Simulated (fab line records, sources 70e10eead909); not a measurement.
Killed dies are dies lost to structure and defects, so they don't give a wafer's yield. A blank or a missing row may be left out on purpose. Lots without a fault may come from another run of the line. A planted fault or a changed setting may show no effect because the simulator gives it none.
Chamber matching | flow nand_harc | NHARC_A_WL_FILL_ALD_10 on ald_hk-01: 4 sister chambers
The step deposits SiO2, target thk 50 nm, pulse time 10 s, ald cycles 500. 4 wafers are shown with their chamber, then 10 later ones without.

WAFERS WITH THEIR CHAMBER
wafer  | chamber | heater_power_w (W)
L085.4 | 1       | 454
L085.6 | 2       | 435
L090.2 | 3       | 440
L090.5 | 0       | 470

WAFERS WITHOUT THEIR CHAMBER
wafer  | heater_power_w (W)
L090.6 | 462
L093.1 | 446
L093.2 | 469
L093.5 | 421
L096.2 | 470
L096.3 | 433
L096.6 | 462
L097.2 | 431
L097.4 | 494
L097.6 | 439

WHICH CHAMBER EACH WENT THROUGH
wafer  | from the rows above               | in truth
L090.6 | can't be placed: 0 or 1 or 3 or 2 | 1
L093.1 | can't be placed: 3 or 1 or 2 or 0 | 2
L093.2 | can't be placed: 0 or 1           | 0
L093.5 | can't be placed: 2 or 3 or 1      | 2
L096.2 | can't be placed: 0 or 1           | 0
L096.3 | can't be placed: 2 or 3 or 1      | 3
L096.6 | can't be placed: 0 or 1 or 3 or 2 | 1
L097.2 | can't be placed: 2 or 3 or 1      | 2
L097.4 | can't be placed: 0 or 1           | 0
L097.6 | can't be placed: 3 or 2 or 1      | 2
Placed correctly: 0 of 10. Can't be placed from these rows: 10 (the true chamber is among the candidates in 10). Placed wrongly: 0.
How it was worked out, from the rows above alone: a wafer's distance from a chamber is the root of the sum, over the readings, of the square of ((its reading less the chamber's mean) divided by the reading's scatter). The wafer belongs to the nearest chamber; if the next one is less than 2 further off, it can't be placed. A chamber's mean is the mean of its shown wafers. The scatter: with one shown wafer a chamber, the root of the mean of the squares of how far each hidden wafer lies from its nearest shown one.
